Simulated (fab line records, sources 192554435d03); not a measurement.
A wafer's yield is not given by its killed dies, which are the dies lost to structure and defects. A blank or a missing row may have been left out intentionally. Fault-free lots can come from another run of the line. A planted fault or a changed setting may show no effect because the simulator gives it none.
The tool behind it: which one? :: flow n5Finfet :: 10 lots with 30 wafers sampled at 6 steps, on a route of 1938 steps

WHAT THE GAUGES READ, wafer by wafer
N5_BEOL_M8_INSPECT_13: inspects for defects (brightfield).
lot: L074
measured: day 9 17:49
on: defectInspect-01
rawDefectCount: 273 424 345

lot: L077
measured: day 9 18:15
on: defectInspect-02
rawDefectCount: 445 447 328

lot: L079
measured: day 10 09:49
on: defectInspect-02
rawDefectCount: 546 464 474

lot: L082
measured: day 10 22:58
on: defectInspect-01
rawDefectCount: 520 382 366

lot: L084
measured: day 11 19:16
on: defectInspect-01
rawDefectCount: 406 458 558

lot: L086
measured: day 12 09:43
on: defectInspect-01
rawDefectCount: 373 361 364

lot: L089
measured: day 13 07:08
on: defectInspect-02
rawDefectCount: 473 403 461

lot: L090
measured: day 13 14:57
on: defectInspect-02
rawDefectCount: 481 470 307

lot: L094
measured: day 14 08:07
on: defectInspect-02
rawDefectCount: 410 307 371

lot: L095
measured: day 14 17:23
on: defectInspect-02
rawDefectCount: 409 458 416

TOOL THAT RAN EACH LOT (tool first, then ch and the chambers of the sampled wafers, then the start)
lot: L074
N5_BEOL_M6_ETCH_72: rieDiel-02 ch 2,3, day 9 04:58
N5_BEOL_M6_ETCH_41: rieDiel-02 ch 2,3, day 9 10:28 or earlier
N5_BEOL_M7_ETCH_65: rieDiel-01 ch 0,1,3, day 9 10:28
N5_BEOL_M7_ETCH_41: rieDiel-01 ch 0,1,3, day 9 17:16 or earlier
N5_BEOL_M8_HM_DEP_02: pvdSputter-03, day 9 17:16

lot: L077
N5_BEOL_M6_ETCH_72: rieDiel-02 ch 1,2,3, day 9 06:59
N5_BEOL_M6_ETCH_41: rieDiel-02 ch 1,2,3, day 9 13:25 or earlier
N5_BEOL_M7_ETCH_65: rieDiel-03 ch 0,1,2, day 9 13:25
N5_BEOL_M7_ETCH_41: rieDiel-03 ch 0,1,2, day 9 17:49 or earlier
N5_BEOL_M8_HM_DEP_02: pvdSputter-03, day 9 17:49

lot: L079
N5_BEOL_M6_ETCH_72: rieDiel-02 ch 0,1, day 9 20:46
N5_BEOL_M6_ETCH_41: rieDiel-02 ch 0,1, day 10 03:26 or earlier
N5_BEOL_M7_ETCH_65: rieDiel-04 ch 0,2,3, day 10 03:26
N5_BEOL_M7_ETCH_41: rieDiel-04 ch 0,2,3, day 10 09:23 or earlier
N5_BEOL_M8_HM_DEP_02: pvdSputter-01, day 10 09:23

lot: L082
N5_BEOL_M6_ETCH_72: rieDiel-02 ch 2,3, day 10 09:46
N5_BEOL_M6_ETCH_41: rieDiel-02 ch 2,3, day 10 16:42 or earlier
N5_BEOL_M7_ETCH_65: rieDiel-01 ch 0,1,3, day 10 16:42
N5_BEOL_M7_ETCH_41: rieDiel-01 ch 0,1,3, day 10 22:32 or earlier
N5_BEOL_M8_HM_DEP_02: pvdSputter-01, day 10 22:32

lot: L084
N5_BEOL_M6_ETCH_72: rieDiel-05 ch 2,3, day 11 03:21
N5_BEOL_M6_ETCH_41: rieDiel-05 ch 2,3, day 11 11:34 or earlier
N5_BEOL_M7_ETCH_65: rieDiel-04 ch 1,2,3, day 11 11:34
N5_BEOL_M7_ETCH_41: rieDiel-04 ch 1,2,3, day 11 18:50 or earlier
N5_BEOL_M8_HM_DEP_02: pvdSputter-02, day 11 18:50

lot: L086
N5_BEOL_M6_ETCH_72: rieDiel-02 ch 0,2,3, day 11 17:59
N5_BEOL_M6_ETCH_41: rieDiel-02 ch 0,2,3, day 12 03:17 or earlier
N5_BEOL_M7_ETCH_65: rieDiel-01 ch 1,2,3, day 12 03:17
N5_BEOL_M7_ETCH_41: rieDiel-01 ch 1,2,3, day 12 09:10 or earlier
N5_BEOL_M8_HM_DEP_02: pvdSputter-03, day 12 09:10

lot: L089
N5_BEOL_M6_ETCH_72: rieDiel-02 ch 0,3, day 12 20:11
N5_BEOL_M6_ETCH_41: rieDiel-02 ch 0,3, day 13 02:36 or earlier
N5_BEOL_M7_ETCH_65: rieDiel-01 ch 0,1,3, day 13 02:36
N5_BEOL_M7_ETCH_41: rieDiel-01 ch 0,1,3, day 13 06:41 or earlier
N5_BEOL_M8_HM_DEP_02: pvdSputter-01, day 13 06:41

lot: L090
N5_BEOL_M6_ETCH_72: rieDiel-06 ch 0,1,3, day 13 00:07
N5_BEOL_M6_ETCH_41: rieDiel-06 ch 0,1,3, day 13 09:32 or earlier
N5_BEOL_M7_ETCH_65: rieDiel-03 ch 1,2,3, day 13 09:32
N5_BEOL_M7_ETCH_41: rieDiel-03 ch 1,2,3, day 13 14:32 or earlier
N5_BEOL_M8_HM_DEP_02: pvdSputter-01, day 13 14:32

lot: L094
N5_BEOL_M6_ETCH_72: rieDiel-02 ch 1,2, day 13 18:55
N5_BEOL_M6_ETCH_41: rieDiel-02 ch 1,2, day 14 02:30 or earlier
N5_BEOL_M7_ETCH_65: rieDiel-03 ch 0,1,2, day 14 02:30
N5_BEOL_M7_ETCH_41: rieDiel-03 ch 0,1,2, day 14 07:34 or earlier
N5_BEOL_M8_HM_DEP_02: pvdSputter-02, day 14 07:34

lot: L095
N5_BEOL_M6_ETCH_72: rieDiel-05 ch 0,1,3, day 14 02:29
N5_BEOL_M6_ETCH_41: rieDiel-05 ch 0,1,3, day 14 11:07 or earlier
N5_BEOL_M7_ETCH_65: rieDiel-04 ch 0,1,2, day 14 11:07
N5_BEOL_M7_ETCH_41: rieDiel-04 ch 0,1,2, day 14 16:57 or earlier
N5_BEOL_M8_HM_DEP_02: pvdSputter-02, day 14 16:57
- N5_BEOL_M6_ETCH_72: etches underlayer in N2/H2, target depth 6.5 nm, time 5.2 s.
- N5_BEOL_M6_ETCH_41: etches SiCN in CH3F/O2, target depth 29.7 nm, time 52 s.
- N5_BEOL_M7_ETCH_65: etches SiARC in CF4, target depth 15.6 nm, time 26 s.
- N5_BEOL_M7_ETCH_41: etches SiCN in CH3F/O2, target depth 31.9 nm, time 57.8 s.
- N5_BEOL_M8_HM_DEP_02: deposits TiN, target thk 20 nm.

THE ANSWER, worked out from the rows above alone
Rule: the lots themselves supply what counts as usual. The widest of any qualifying gaps counts: lots, ordered by their means at a reading, are off when they make up no more than a third of the lots, leave a main group of 4 or more, and stand apart from it by 3 or more times the standard deviation of that group's means. The tables above print the reading to a certain number of digits; a main group whose means all agree to those digits is not used. A lot without any number at a reading at which 4 lots or more have one is off too. Any other lot the step has rows for is counted as sound.
No lot is off on any of the readings shown, so nothing can be concluded from this.

WHAT THE SIMULATOR HAD INSERTED
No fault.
